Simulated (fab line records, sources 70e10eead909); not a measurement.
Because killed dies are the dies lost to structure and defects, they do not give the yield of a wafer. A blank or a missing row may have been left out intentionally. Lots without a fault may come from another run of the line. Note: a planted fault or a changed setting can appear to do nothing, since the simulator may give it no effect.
3 desks looking at one fault ; flow nand_harc ; what lay behind the numbers comes last; until then each desk has only its own

== THE DEFECT DESK ==
What the inspections along the route counted, lot by lot: means of the sampled wafers that have a number. Any lot whose mean is over 4 standard deviations away from the usual mean is out of limits and marked OUT; that distance is given in the brackets.
Columns: A = raw_defect_count at NHARC_P_CONTACT_INSPECT_14, usual 4.1
lot;first seen here;A
L449;day 5 22:46;3.7
L451;day 6 12:01;2.7
L450;day 6 12:20;3.7
L454;day 7 17:41;8.0
L455;day 8 08:12;3.3
L456;day 9 00:22;3.0
L458;day 9 15:59;3.3
L460;day 10 07:07;6.0
L459;day 10 09:05;5.0
L468;day 13 20:34;4.3
L469;day 14 08:41;6.7
L470;day 14 14:43;4.0
L471;day 15 01:56;3.3
L472;day 15 12:51;4.7
This desk's finding: nothing out of limits on any of the 14 lots.

== FROM THE METROLOGY DESK ==
What the gauges read, lot by lot, whatever tool the lot ran on: means of the sampled wafers that have a number. Any lot whose mean is over 4 standard deviations away from the usual mean is out of limits and marked OUT; that distance is given in the brackets.
Columns: A = cd_nm at NHARC_P_CONTACT_CD_MEAS_19, usual 89.6 nm
lot;first seen here;A
L449;day 6 00:56;89.2
L451;day 6 13:05;89.9
L450;day 6 13:16;87.6
L454;day 7 18:38;87.8
L455;day 8 09:08;88.5
L456;day 9 01:18;88.7
L458;day 9 16:56;89.3
L460;day 10 08:04;88.4
L459;day 10 10:10;90.6
L468;day 13 21:30;90.7
L469;day 14 09:37;89.2
L470;day 14 15:40;90.7
L471;day 15 02:53;90.4
L472;day 15 14:13;91.0
This desk's finding: nothing out of limits on any of the 14 lots.

== AT THE TOOL OWNER'S DESK: litho_track-06 ==
The tool's own readings at NHARC_P_M0_PEB_07 (peb time 65 s): means of the sampled wafers that have a number, for each lot that ran on this tool. Any lot whose mean is over 4 standard deviations away from the usual mean is out of limits and marked OUT; that distance is given in the brackets.
Columns: A = heater_power_total_W at NHARC_P_M0_PEB_07, usual 156.6 W; B = plate_temp_C at NHARC_P_M0_PEB_07, usual 100.02 C
lot;first seen here;A;B
L449;day 6 03:49;156.4;99.98
L451;day 6 16:24;156.8;100.02
L454;day 7 21:32;156.6;100.10
L458;day 9 20:23;156.3;100.00
L460;day 10 11:05;149.3 (-17) OUT;96.69 (-26) OUT
L459;day 10 13:11;149.5 (-17) OUT;96.73 (-25) OUT
This desk's finding: out of limits on L459, L460; first on L460, day 10 11:05 (heater_power_total_W at NHARC_P_M0_PEB_07). L449, L451, L454, L458: within limits.

== PUT TOGETHER ==
The tool owner's desk had the chance to raise an alarm at day 10 11:05 on L459, L460.
Nothing out of limits was seen by the defect desk.
From the metrology desk's view, nothing was out of limits.
The defect desk has L459, L460 on record, within its limits.
The metrology desk holds a record of L459, L460, inside its limits.
On litho_track-06, each named lot ran NHARC_P_M0_PEB_07.

== WHAT THE SIMULATOR HAD PUT IN ==
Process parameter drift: litho_track-06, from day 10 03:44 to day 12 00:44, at NHARC_P_M0_PEB_07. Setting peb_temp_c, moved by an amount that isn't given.
Struck lots among those shown: L459, L460.
Time in hours from fault onset to the first out-of-limits reading at each desk: the tool owner's desk, 7.
